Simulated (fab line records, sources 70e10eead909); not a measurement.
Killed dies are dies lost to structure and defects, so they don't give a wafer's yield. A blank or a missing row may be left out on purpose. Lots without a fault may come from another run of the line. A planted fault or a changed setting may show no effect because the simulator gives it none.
A struck lot beside a sound one | flow nand_harc | 13 steps out of a route of 1159
Sound: wafers L725.1, L725.3, L725.4. Struck: wafers L732.1, L732.3, L732.5. The cause comes at the end.
At each step with rows: each side's tool, then ch and its chambers, then its first start. Under that, the readings that differ: sound wafers | struck wafers | difference of the means | sigmas: that difference in standard deviations of wafers without a fault.
alike: readings whose means differ by less than 2 such deviations, and words and numbers that are the same on both sides. not compared: withheld readings, readings that some wafer has no value for, bounds like >300 that may hide the same value, and numbers for which the record gives no deviation and whose values overlap.
The two part at a step that has a row with sigmas, a row that says differs or no value, or rows on one side only. Numbers that don't overlap but have no deviation are shown without sigmas and don't part them. A reading that every wafer of one side lacks parts them only if that side has two wafers or more.

NHARC_A_SOURCE_PLATE_THK_MEAS_06: measures by ellipsometry.
  sound on film_metro-02, day 9 08:37; struck on film_metro-01, day 11 16:49
  alike: thk_nm
NHARC_A_SOURCE_PLATE_INSPECT_08:
  sound on defect_inspect-02, day 9 08:41; struck on defect_inspect-02, day 11 16:53
  alike: raw_defect_count
then, 1 step without rows for these wafers: NHARC_A_ONON_D1_DEP_00 (target thk 1000 nm).
NHARC_A_ONON_D1_THK_MEAS_02: measures by ellipsometry.
  sound on film_metro-02, day 9 09:16; struck on film_metro-01, day 11 17:28
  alike: thk_nm
then, 1 step without rows for these wafers: NHARC_A_ONON_D1_DEP_03 (target thk 1000 nm).
NHARC_A_ONON_D1_THK_MEAS_05: measures by ellipsometry.
  sound on film_metro-01, day 9 09:50; struck on film_metro-01, day 11 18:02
  alike: thk_nm
then, 1 step without rows for these wafers: NHARC_A_ONON_D1_DEP_06 (target thk 1000 nm).
NHARC_A_ONON_D1_THK_MEAS_08: measures by ellipsometry.
  sound on film_metro-02, day 9 10:23; struck on film_metro-02, day 11 18:37
  reading     | sound       | struck         | difference | sigmas
  thk_nm (nm) | 981 982 980 | 1021 1020 1020 | +39        | +4
then, 1 step without rows for these wafers: NHARC_A_ONON_D1_DEP_09 (target thk 1000 nm).
NHARC_A_ONON_D1_THK_MEAS_11: measures by ellipsometry.
  sound on film_metro-01, day 9 10:58; struck on film_metro-01, day 11 19:11
  alike: thk_nm
NHARC_A_ONON_D1_DEP_12: target thk 1000 nm.
  sound on pecvd_onon-03 ch 0, day 9 11:01; struck on pecvd_onon-02 ch 0, day 11 19:14
NHARC_A_ONON_D1_THK_MEAS_14: measures by ellipsometry.
  sound on film_metro-02, day 9 11:32; struck on film_metro-01, day 11 19:55
  reading     | sound        | struck         | difference | sigmas
  thk_nm (nm) | 998 999 1000 | 1458 1457 1457 | +458       | +46
  not compared: hold
NHARC_END_SORT_01:
  the record has rows for the sound wafers here (prober-01 ch 0, day 21 23:13) and none for the struck ones

WHERE THEY PART
First at NHARC_A_ONON_D1_THK_MEAS_08; last, within this record, at NHARC_END_SORT_01.

WHY: what the simulator had put in
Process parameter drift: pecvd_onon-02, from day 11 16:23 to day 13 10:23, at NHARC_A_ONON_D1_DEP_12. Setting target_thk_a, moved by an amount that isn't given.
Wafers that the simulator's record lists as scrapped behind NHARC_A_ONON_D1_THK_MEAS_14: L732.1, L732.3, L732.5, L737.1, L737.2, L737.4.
